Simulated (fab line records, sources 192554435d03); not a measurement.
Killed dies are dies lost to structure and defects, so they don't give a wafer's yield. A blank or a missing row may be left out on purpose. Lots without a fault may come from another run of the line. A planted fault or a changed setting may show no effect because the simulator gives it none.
Split-lot experiment | flow n5_finfet | 7 lots, 39 wafers read, on a route of 1938 steps

THE SPLIT
At N5_PASSIVATION_AL_DEP_21 (deposits Al, target thk 2800 nm, time 170 s), the setting time_s was moved away from the recipe's 170 s on 18 of the 39 wafers read, by -47.2% to +46.2%. The other wafers ran this setting at the recipe's value.

The reading is taken at the split's own step.

THE READING
Al_of_PASSIVATION_AL_DEP_21.thk_nm (the simulator's own value, which no gauge read), in nm, at N5_PASSIVATION_AL_DEP_21 (deposits Al, target thk 2800 nm, time 170 s). The file gives no usual value for it. The 21 wafers here that ran the recipe average 2810 nm, standard deviation 38 nm.

wafer  | tool, chamber at the split | time_s as run, s | against the recipe | Al_of_PASSIVATION_AL_DEP_21.thk_nm, nm | against lot-mates on the recipe
L079.1 | pvd_sputter-01, -          | 170              | recipe             | 2874                                   | -
L079.2 | pvd_sputter-01, -          | 90.51            | -46.8%             | 1569                                   | -1291
L079.3 | pvd_sputter-01, -          | 170              | recipe             | 2868                                   | -
L079.4 | pvd_sputter-01, -          | 90.51            | -46.8%             | 1547                                   | -1313
L079.5 | pvd_sputter-01, -          | 170              | recipe             | 2839                                   | -
L079.6 | pvd_sputter-01, -          | 90.51            | -46.8%             | 1560                                   | -1300
L087.1 | pvd_sputter-02, -          | 170              | recipe             | 2820                                   | -
L087.2 | pvd_sputter-02, -          | 89.75            | -47.2%             | 1499                                   | -1315
L087.3 | pvd_sputter-02, -          | 170              | recipe             | 2794                                   | -
L087.4 | pvd_sputter-02, -          | 89.75            | -47.2%             | 1490                                   | -1324
L087.5 | pvd_sputter-02, -          | 170              | recipe             | 2829                                   | -
L087.6 | pvd_sputter-02, -          | 89.75            | -47.2%             | 1483                                   | -1331
L084.2 | pvd_sputter-01, -          | 170              | recipe             | 2849                                   | -
L084.4 | pvd_sputter-01, -          | 170              | recipe             | 2871                                   | -
L084.5 | pvd_sputter-01, -          | 170              | recipe             | 2838                                   | -
L090.1 | pvd_sputter-03, -          | 170              | recipe             | 2750                                   | -
L090.2 | pvd_sputter-03, -          | 217.5            | +27.9%             | 3583                                   | +811
L090.3 | pvd_sputter-03, -          | 170              | recipe             | 2756                                   | -
L090.4 | pvd_sputter-03, -          | 217.5            | +27.9%             | 3612                                   | +840
L090.5 | pvd_sputter-03, -          | 170              | recipe             | 2810                                   | -
L090.6 | pvd_sputter-03, -          | 217.5            | +27.9%             | 3551                                   | +779
L092.1 | pvd_sputter-03, -          | 170              | recipe             | 2801                                   | -
L092.2 | pvd_sputter-03, -          | 170              | recipe             | 2755                                   | -
L092.3 | pvd_sputter-03, -          | 221.2            | +30.1%             | 3659                                   | +876
L092.4 | pvd_sputter-03, -          | 221.2            | +30.1%             | 3613                                   | +830
L092.5 | pvd_sputter-03, -          | 170              | recipe             | 2793                                   | -
L092.6 | pvd_sputter-03, -          | 221.2            | +30.1%             | 3651                                   | +868
L094.1 | pvd_sputter-03, -          | 170              | recipe             | 2836                                   | -
L094.2 | pvd_sputter-03, -          | 170              | recipe             | 2802                                   | -
L094.3 | pvd_sputter-03, -          | 244.4            | +43.8%             | 4048                                   | +1230
L094.4 | pvd_sputter-03, -          | 244.4            | +43.8%             | 4021                                   | +1203
L094.5 | pvd_sputter-03, -          | 170              | recipe             | 2817                                   | -
L094.6 | pvd_sputter-03, -          | 244.4            | +43.8%             | 4074                                   | +1256
L096.1 | pvd_sputter-02, -          | 248.6            | +46.2%             | 4089                                   | +1320
L096.2 | pvd_sputter-02, -          | 170              | recipe             | 2769                                   | -
L096.3 | pvd_sputter-02, -          | 248.6            | +46.2%             | 4078                                   | +1309
L096.4 | pvd_sputter-02, -          | 170              | recipe             | 2771                                   | -
L096.5 | pvd_sputter-02, -          | 248.6            | +46.2%             | 4073                                   | +1304
L096.6 | pvd_sputter-02, -          | 170              | recipe             | 2768                                   | -

THE FIT
A straight line over all 39 wafers: Al_of_PASSIVATION_AL_DEP_21.thk_nm changes by +27.6 nm for each +1% of time_s; r = +1.00; the points scatter about the line by 34 nm.
The same after taking each lot's own level away (the mean of its wafers on the recipe; 39 wafers): +28.2 nm for each +1%; r = +1.00; scatter 19 nm.
On that fit, the largest move of time_s shifts the reading by 1.3e+03 nm.
The lots' own levels span 2769.3 to 2860.3 nm, that is 2.4 times the standard deviation above.
So the lot-to-lot level changes the slope little: the two slopes agree.
Check: with one of the wafers moved furthest among these (-47.2%) left out of the fit, the line predicts -1.33e+03 nm for it against its lot-mates. It came out at -1.32e+03 nm against them.

THE WHOLE CHAIN: every reading that the file lists as answering this split, in the file's order
step                     | what it does                                            | reading                                                                             | change (the file's fit)                                                           | r (the file's)
N5_PASSIVATION_AL_DEP_21 | deposits Al, target thk 2800 nm, time 170 s             | Al_of_PASSIVATION_AL_DEP_21.thk_nm (the simulator's own value, which no gauge read) | +28.2 nm for each +1% of the setting                                              | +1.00
N5_PASSIVATION_ETCH_59   | etches TaN in Cl2/BCl3, target depth 65 nm, time 34.9 s | oes_product_au                                                                      | not straight: 0.67 at the lowest setting, 0.76 at the recipe, 0.24 at the highest | not given
N5_PASSIVATION_PROBE_49  |                                                         | killed_at_other                                                                     | not straight: 5 at the lowest setting, 3 at the recipe, 1071 at the highest       | not given

THE FILE'S OWN FIT
Al_of_PASSIVATION_AL_DEP_21.thk_nm changes by +28.2 nm for each +1% of time_s, r = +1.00.
